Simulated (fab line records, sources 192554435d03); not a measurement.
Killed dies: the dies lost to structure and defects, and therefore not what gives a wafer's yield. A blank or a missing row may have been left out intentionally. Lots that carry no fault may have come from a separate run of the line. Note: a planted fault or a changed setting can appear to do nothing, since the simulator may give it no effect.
fab line records	flow n5_finfet
record lots=10	wafers=26	last_day=18
route steps=1938 shown HKMG_FIN@444 GATE_CUT@466 BEOL_M4@1111 PASSIVATION@1936
lots untouched by any fault: they come from a run of this same line in which no faults occurred
start_h: hours from the record's first day to the start of the lot's first wafer shown	wait_h: time in hours since the lot's previous step	" unchanged from the row above	L1.1+2: one row covering several wafers at once	- value missing, or start not given	* or withheld: withheld	< > ~ a bound
route shown NAME@n: names a module that has steps shown in the file, with the first one's number in the route	usual: mean and standard deviation over wafers with no fault	same: alike in all rows	chamber/n: place in a boat	sites: each site's reading	_std_site: the standard deviation of these	_edge_site: the outer-site mean with the inner-site mean subtracted	radius_mm: for every site, how far away it sits from the centre of the wafer	mask NAME#n: copy n	behind: the most recent tool/chamber to have shaped the wafer	hold: the reason the lot was held/the length of the hold in hours/how it ended	device: names the non-switching transistor (n, p or np)	end of line: the same wafers' tests at the end of the route	a step with no rows: only its recipe	killed: dies lost to structure and defects at the first sort, not the wafer's yield	map: dies across one wafer; x = killed, . = not, _ = none there
set.NAME: the run value of the setting; set.NAME@STEP: its run value at that earlier step	model.NAME: the simulator's own value behind a step, which no gauge read
one table for each step of the route and one row for each wafer, over a sample of lots
services: when a tool's chamber went out of use (start_h, in hours from the record's first day, below 0 if earlier), for how many hours, and the reason
## steps
# step N5_HKMG_FIN_ETCH_86
# recipe chemistry=N2/H2	target=SOC	target_depth_a=3932	stop_on=TiN	ion_energy_ev=100	bias_w=61	pressure_mtorr=30	source_w=850	n2_flow_sccm=200	h2_flow_sccm=200
# usual drypump_motor_current_A=5.6/0.44	oes_product_au=0.79/0.095	rf_fwd_power_W=844/3	rf_vpp_V=241.0/1.2	showerhead_plenum_p_Torr=2.56/0.071	throttle_valve_pct=17.66/0.22
lot.wafer	tool	chamber	start_h	wait_h	drypump_motor_current_A	oes_product_au	rf_fwd_power_W	rf_hours_counter_h	rf_vpp_V	showerhead_plenum_p_Torr	throttle_valve_pct
L610.3	rie_diel-04	1	82.97	-	5.2	0.68	846	242	238.4	2.42	18.15
L610.4	"	0	"	"	5.9	0.69	845	217	239.6	2.49	17.91
L610.5	"	1	"	"	5.2	0.68	845	-	238.6	2.42	18.16
L613.1	rie_diel-01	1	102.71	-	5.6	0.68	841	233	241.4	2.60	17.60
L613.3	"	3	"	"	4.8	0.81	844	64	240.7	2.58	17.46
L613.4	"	3	"	"	4.8	0.81	845	-	240.9	2.58	17.48
L616.1	rie_diel-01	3	119.61	-	4.8	0.80	842	72	240.8	2.58	17.47
L616.6	"	1	"	"	5.6	0.67	849	-	241.2	2.60	17.60
L617.3	rie_diel-01	1	127.69	-	5.5	0.68	846	245	241.4	2.60	17.61
L617.4	"	3	"	"	4.8	0.80	846	75	240.9	2.58	17.50
L619.3	rie_diel-01	1	136.27	-	5.5	0.67	848	249	242.0	2.59	17.61
L619.5	"	1	"	"	5.5	0.67	845	-	243.1	2.59	17.62
L621.4	rie_diel-01	0	152.99	-	5.7	0.73	848	-	241.7	2.65	17.64
L621.6	"	3	"	"	4.8	0.78	845	-	239.8	2.57	17.51
L625.4	rie_diel-02	1	174.10	-	5.4	0.80	843	76	239.4	2.47	17.46
L625.5	"	0	"	"	6.2	0.91	841	-	240.8	2.47	17.81
L625.6	"	1	"	"	5.4	0.81	845	-	240.0	2.47	17.45
L630.4	rie_diel-01	1	203.65	-	5.5	0.90	847	18	241.4	2.59	17.26
L630.5	"	1	"	"	5.5	0.89	844	-	240.8	2.59	17.26
L630.6	"	2	"	"	5.5	0.87	836	-	241.2	2.59	17.66
L631.1	rie_diel-04	3	209.11	-	5.6	0.97	848	2	241.8	2.61	17.64
L631.3	"	0	"	"	5.9	0.93	847	9	241.3	2.47	17.59
L631.5	"	0	"	"	5.9	0.92	850	-	241.2	2.47	17.58
L632.2	rie_diel-02	1	215.59	-	5.4	0.79	844	90	240.9	2.46	17.47
L632.4	"	2	"	"	6.2	0.86	840	37	240.1	2.49	17.34
L632.5	"	0	"	"	6.2	0.88	840	-	241.6	2.47	17.83
# step N5_HKMG_FIN_ALD_72
# recipe material=W	target_thk_a=20	temp_c=300	pressure_torr=7.5	ald_precursor_family=WF6	ald_co_reactant=B2H6	pulse_time_s=1	purge_time_s=2	co_reactant_purge_time_s=2	co_reactant_pulse_time_s=3	ald_cycles=7
# usual heater_power_w=447/32	precursor_pulse_height_rel=1.002/0.021	susceptor_temp_C=300.02/0.19
# same purge_time_s=2
lot.wafer	tool	chamber	start_h	wait_h	heater_power_w	precursor_pulse_height_rel	susceptor_temp_C
L610.3	cvd_w-02	1	85.17	0.2	434	0.971	300.10
L610.4	"	0	"	"	447	0.992	299.61
L610.5	"	0	"	"	441	1.009	300.00
L613.1	cvd_w-02	0	104.98	0.2	438	0.989	300.17
L613.3	"	0	"	"	457	1.045	300.07
L613.4	"	1	"	"	440	0.993	300.06
L616.1	cvd_w-01	0	121.79	0.2	412	1.035	300.10
L616.6	"	0	"	"	410	1.015	299.76
L617.3	cvd_w-01	0	129.90	0.2	417	0.995	299.90
L617.4	"	1	"	"	503	0.973	300.15
L619.3	cvd_w-02	0	138.53	0.2	443	1.027	300.06
L619.5	"	0	"	"	439	0.996	299.79
L621.4	cvd_w-02	0	155.29	0.2	440	1.013	299.68
L621.6	"	1	"	"	425	1.042	299.74
L625.4	cvd_w-02	0	176.48	0.2	445	1.039	299.99
L625.5	"	0	"	"	451	1.021	300.00
L625.6	"	1	"	"	422	1.002	299.89
L630.4	cvd_w-01	1	206.14	0.2	500	0.993	300.02
L630.5	"	1	"	"	501	1.002	300.07
L630.6	"	0	"	"	419	1.028	299.95
L631.1	cvd_w-01	1	211.40	0.2	509	1.018	300.27
L631.3	"	0	"	"	401	0.976	300.04
L631.5	"	0	"	"	414	1.003	300.02
L632.2	cvd_w-02	1	217.79	0.2	435	1.009	300.32
L632.4	"	0	"	"	462	1.026	300.17
L632.5	"	0	"	"	460	0.994	300.17
# step N5_HKMG_FIN_INSPECT_28
# recipe inspect_instrument=darkfield	mode=post_cmp
# usual raw_defect_count=41/15
lot.wafer	tool	chamber	start_h	wait_h	raw_defect_count
L610.3	defect_inspect-01	-	86.03	0.0	39
L610.4	"	-	"	"	32
L610.5	"	-	"	"	58
L613.1	defect_inspect-01	-	105.86	0.0	31
L613.3	"	-	"	"	30
L613.4	"	-	"	"	61
L616.1	defect_inspect-02	-	122.67	0.0	30
L616.6	"	-	"	"	37
L617.3	defect_inspect-01	-	130.76	0.0	36
L617.4	"	-	"	"	31
L619.3	defect_inspect-02	-	139.39	0.0	40
L619.5	"	-	"	"	20
L621.4	defect_inspect-02	-	156.15	0.0	18
L621.6	"	-	"	"	21
L625.4	defect_inspect-01	-	177.42	0.0	47
L625.5	"	-	"	"	31
L625.6	"	-	"	"	62
L630.4	defect_inspect-01	-	207.03	0.0	69
L630.5	"	-	"	"	56
L630.6	"	-	"	"	77
L631.1	defect_inspect-01	-	212.34	0.0	81
L631.3	"	-	"	"	27
L631.5	"	-	"	"	27
L632.2	defect_inspect-02	-	218.67	0.0	47
L632.4	"	-	"	"	39
L632.5	"	-	"	"	35
# step N5_GATE_CUT_ETCH_56
# recipe chemistry=Cl2/Ar	target=TiN	target_depth_a=216	pressure_mtorr=10	icp_w=600	bias_w=60	Cl2_flow_sccm=40	Ar_flow_sccm=60
# usual drypump_motor_current_A=5.5/0.34	mfc_cl2_sccm=40.01/0.13	oes_product_au=0.74/0.097	rf_fwd_power_W=594.3/2.5	throttle_valve_pct=20.8/0.32
lot.wafer	tool	chamber	start_h	wait_h	drypump_motor_current_A	mfc_cl2_sccm	oes_product_au	rf_fwd_power_W	rf_hours_counter_h	throttle_valve_pct
L610.3	rie_metal-01	1	86.37	0.2	5.3	39.99	0.86	591.7	-	20.6
L610.4	"	1	"	"	5.3	39.97	0.85	592.7	-	20.6
L610.5	"	1	"	"	5.3	39.98	0.86	591.9	-	20.6
L613.1	rie_metal-03	0	106.02	0.1	5.6	39.94	0.62	598.8	113	21.1
L613.3	"	0	"	"	5.6	40.06	0.63	598.2	-	21.1
L613.4	"	1	"	"	6.0	39.79	0.80	592.0	-	20.2
L616.1	rie_metal-01	1	122.83	0.1	5.3	39.79	0.84	592.6	24	20.7
L616.6	"	1	"	"	5.3	39.88	0.85	592.4	-	20.6
L617.3	rie_metal-02	1	130.95	0.1	4.9	39.88	0.87	595.4	-	20.9
L617.4	"	0	"	"	5.3	39.95	0.66	592.3	-	20.9
L619.3	rie_metal-02	0	139.57	0.1	5.4	39.97	0.65	595.7	-	20.9
L619.5	"	1	"	"	4.9	39.99	0.87	594.4	-	21.0
L621.4	rie_metal-03	0	156.33	0.1	5.6	40.00	0.62	596.8	-	21.1
L621.6	"	0	"	"	5.6	40.10	0.62	599.6	-	21.1
L625.4	rie_metal-02	0	177.60	0.1	5.3	39.93	0.64	595.5	-	20.9
L625.5	"	0	"	"	5.3	40.00	0.65	591.3	-	20.9
L625.6	"	1	"	"	5.0	40.13	0.85	592.0	-	21.0
L630.4	rie_metal-03	1	207.21	0.1	5.9	35.14	0.76	592.6	-	19.6
L630.5	"	1	"	"	6.0	35.11	0.77	591.9	-	19.6
L630.6	"	0	"	"	5.6	35.17	0.60	596.6	-	20.5
L631.1	rie_metal-03	0	212.50	0.1	5.6	35.10	0.61	598.0	123	20.5
L631.3	"	0	"	"	5.6	34.89	0.60	596.2	-	20.5
L631.5	"	0	"	"	5.6	34.74	0.61	597.9	-	20.5
L632.2	rie_metal-01	0	218.97	0.2	5.9	40.09	0.66	593.0	-	21.1
L632.4	"	0	"	"	5.9	40.02	0.66	593.7	-	21.1
L632.5	"	0	"	"	5.8	40.12	0.67	591.0	-	21.1
# step N5_BEOL_M4_RC_MEAS_101
# usual DIBL_N=36.2/2.2	DIBL_P=36.5/3	IOFF_N=0.16/0.039	IOFF_P=0.22/0.047	ION_N=675/15	ION_P=463/10	SS_N=71.6/0.71	SS_P=73.4/0.94	VT_N=250/3.6	VT_P=-250/3.9
lot.wafer	tool	chamber	start_h	wait_h	DIBL_N[mV/V]	DIBL_P[mV/V]	IOFF_N[nA/um]	IOFF_P[nA/um]	ION_N[uA/um]	ION_P[uA/um]	SS_N[mV/dec]	SS_P[mV/dec]	VT_N[mV]	VT_P[mV]
L610.3	prober-01	0	167.53	0.3	36.4	33.6	0.14	0.17	661	450	71.7	72.8	251	-255
L610.4	"	0	"	"	34.3	31.7	0.12	0.16	666	458	71.3	72.0	249	-254
L610.5	"	0	"	"	34.3	31.1	0.12	0.14	654	450	71.8	72.2	251	-253
L613.1	prober-02	0	194.60	0.0	35.1	35.7	0.14	0.18	664	451	71.3	73.3	253	-254
L613.3	"	0	"	"	35.4	37.1	0.15	0.21	678	468	71.5	73.0	250	-250
L613.4	"	0	"	"	32.2	32.7	0.10	0.16	650	450	70.5	72.2	257	-253
L616.1	prober-01	0	214.21	0.0	39.0	40.5	0.18	0.25	696	479	71.5	73.8	250	-249
L616.6	"	0	"	"	38.5	40.0	0.18	0.24	694	477	71.4	74.2	250	-247
L617.3	prober-02	0	218.42	0.3	29.9	28.0	0.08	0.10	634	431	70.5	71.9	259	-261
L617.4	"	0	"	"	35.6	35.0	0.17	0.17	681	455	71.5	72.6	247	-256
L619.3	prober-02	0	227.28	0.3	37.8	41.4	0.19	0.29	672	471	72.0	73.6	249	-245
L619.5	"	0	"	"	32.0	33.5	0.10	0.17	647	454	69.9	72.1	255	-251
L621.4	prober-02	0	248.73	0.5	36.6	35.0	0.16	0.21	664	459	71.3	73.4	251	-250
L621.6	"	0	"	"	33.4	33.1	0.12	0.20	676	476	71.6	72.1	256	-250
L625.4	prober-02	0	272.44	0.5	36.4	37.1	0.15	0.20	681	471	71.8	73.2	253	-250
L625.5	"	0	"	"	36.7	37.5	0.15	0.21	680	474	71.8	73.5	252	-250
L625.6	"	0	"	"	33.9	33.5	0.12	0.16	657	453	70.7	72.0	254	-253
L630.4	prober-01	0	289.51	0.5	37.0	38.9	0.16	0.22	673	455	71.2	73.2	251	-252
L630.5	"	0	"	"	37.9	40.3	0.17	0.23	672	460	72.0	73.9	251	-250
L630.6	"	0	"	"	35.7	37.4	0.13	0.19	681	468	70.3	72.6	253	-251
L631.1	prober-02	0	317.23	0.0	42.3	42.9	0.26	0.34	684	467	72.5	76.7	247	-246
L631.3	"	0	"	"	34.6	33.3	0.12	0.16	661	457	70.7	73.3	254	-255
L631.5	"	0	"	"	38.5	38.0	0.19	0.23	680	459	72.2	74.4	247	-250
L632.2	prober-01	0	321.09	0.2	34.2	36.4	0.15	0.21	678	460	71.5	74.1	248	-249
L632.4	"	0	"	"	36.0	37.1	0.18	0.22	682	462	71.9	73.2	246	-250
L632.5	"	0	"	"	32.6	33.2	0.12	0.17	665	457	71.3	72.6	251	-254
# step N5_PASSIVATION_PROBE_49
# usual defect_limited_yield=91.5/1.5	killed_at_M0_to_M3=32/10	killed_at_M4_up=13/4.9	killed_at_contacts=13/6.1	killed_at_front_end=38/11	killed_at_other=3/3.2	killed_dies=101/18	killed_open=66/13	killed_short=32/8.3	sort_bin_5_function=5.0/1	sort_bin_6_memory=3.2/0.74	sort_bin_8_speed=0.1/1.1	sort_n_pass=1078/22	sort_yield_pct=91.3/1.9
# same gross_dies=1180	killed_at_back_side=0	sort_bin_4_leakage[%]=0
lot.wafer	tool	chamber	start_h	wait_h	defect_limited_yield[%]	killed_at_M0_to_M3	killed_at_M4_up	killed_at_contacts	killed_at_front_end	killed_at_other	killed_dies	killed_open	killed_short	sort_bin_5_function[%]	sort_bin_6_memory[%]	sort_bin_8_speed[%]	sort_n_pass	sort_yield_pct[%]
L621.4	prober-02	-	352.87	0.2	90.8	26	21	20	38	3	108	73	34	5.1	3.7	0	1072	90.8
L631.1	prober-02	-	419.95	0.0	89.2	52	16	20	37	2	127	79	47	5.8	4.3	0	1053	89.2
L631.3	prober-02	-	420.05	0.1	88.9	40	14	29	44	4	131	90	37	6.7	3.8	0	1049	88.9
L631.5	prober-02	-	420.15	0.2	88.1	52	16	23	44	6	141	85	45	7.1	3.6	0	1039	88.1
# killed by level:class
L621.4 MOL_CONTACT_COAG:geometric_particle:open=17 GATE_CUT:geometric_particle:short=8 BEOL_M3:geometric_particle:open=8 FIN_SAQP:geometric_particle:open=6 BEOL_M4:geometric_particle:open=6 BEOL_M0_SAQP:geometric_particle:open=5 BEOL_M5:geometric_particle:open=4 STI_FIN_REVEAL:geometric_particle:open=4
L631.1 BEOL_M0_SAQP:geometric_particle:short=21 MOL_CONTACT_COAG:geometric_particle:open=17 BEOL_M3:geometric_particle:open=11 FIN_SAQP:geometric_particle:open=10 BEOL_M0_SAQP:geometric_particle:open=7 STI_FIN_REVEAL:geometric_particle:open=6 GATE_CUT:geometric_particle:short=5 FIN_SAQP:geometric_particle:short=4
L631.3 MOL_CONTACT_COAG:geometric_particle:open=21 FIN_SAQP:geometric_particle:open=14 BEOL_M0_SAQP:geometric_particle:open=8 MOL_CONTACT_COAG:geometric_particle:short=8 BEOL_M1:geometric_particle:open=8 STI_FIN_REVEAL:geometric_particle:open=7 BEOL_M3:geometric_particle:open=7 FIN_SAQP:geometric_particle:short=5
L631.5 MOL_CONTACT_COAG:geometric_particle:open=18 BEOL_M1:geometric_particle:open=14 HKMG_FIN:area_etch=11 FIN_SAQP:geometric_particle:short=10 FIN_SAQP:geometric_particle:open=9 BEOL_M0_SAQP:geometric_particle:open=8 BEOL_M0_SAQP:geometric_particle:short=7 BEOL_M2:geometric_particle:open=7
## services
tool	chamber	start_h	hours	kind
rie_metal-01	-	59.26	14.6	pm
rie_metal-02	-	67.43	4.0	pm
rie_metal-01	-	73.86	2.8	pm
rie_metal-02	-	75.03	0.2	repair
rie_metal-01	0	80.59	20.1	repair
rie_diel-01	2	80.94	-	clean
rie_diel-01	2	80.94	-	consumable_replace:focus_ring
rie_diel-01	2	80.94	28.7	scheduled_down
rie_diel-01	2	80.94	28.7	vent_cycle
rie_metal-03	-	84.72	2.8	pm
rie_diel-04	2	84.75	13.7	repair
rie_diel-02	2	93.10	-	clean
rie_metal-02	-	107.56	2.8	pm
rie_diel-01	0	114.92	6.0	repair
cvd_w-02	-	136.19	0.2	repair
rie_diel-01	1	139.95	-	clean
rie_diel-01	1	139.95	-	consumable_replace:focus_ring
rie_diel-01	1	139.95	16.9	scheduled_down
rie_diel-01	1	139.95	16.9	vent_cycle
rie_metal-01	-	143.73	22.0	repair
rie_diel-04	1	173.76	7.8	repair
rie_metal-01	1	183.54	40.6	repair
cvd_w-02	1	209.79	-	calibration
cvd_w-02	-	211.13	0.9	repair
## key
first_sign step=N5_GATE_CUT_ETCH_56	reading=mfc_cl2_sccm	direction=down	sigmas=39	usual=40.01	struck=35.03
effect step=N5_GATE_CUT_ETCH_56	reading=throttle_valve_pct	direction=down	sigmas=1.7	usual=*	struck=*
met_at N5_GATE_CUT_ETCH_56
struck_lots L630,L631
baseline_loss step=N5_HKMG_FIN_ETCH_86	wafers=L630.6,L631.5
not_acting_at N5_HKMG_FIN_ETCH_86,N5_HKMG_FIN_ALD_72,N5_HKMG_FIN_INSPECT_28
onset_between 156.33 207.21
fault kind=process_parameter_drift	tool=rie_metal-03	chamber=-	onset_h=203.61	steps=N5_GATE_CUT_ETCH_56	channel=Cl2_flow_sccm	offset=-4.867	shape=step	end_h=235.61	acts_in=these_recipes_only	stated=40
# baseline_loss: these wafers lose ten dies or more at that step, a loss of the line's own and not of a fault; the sort's usual values leave them out
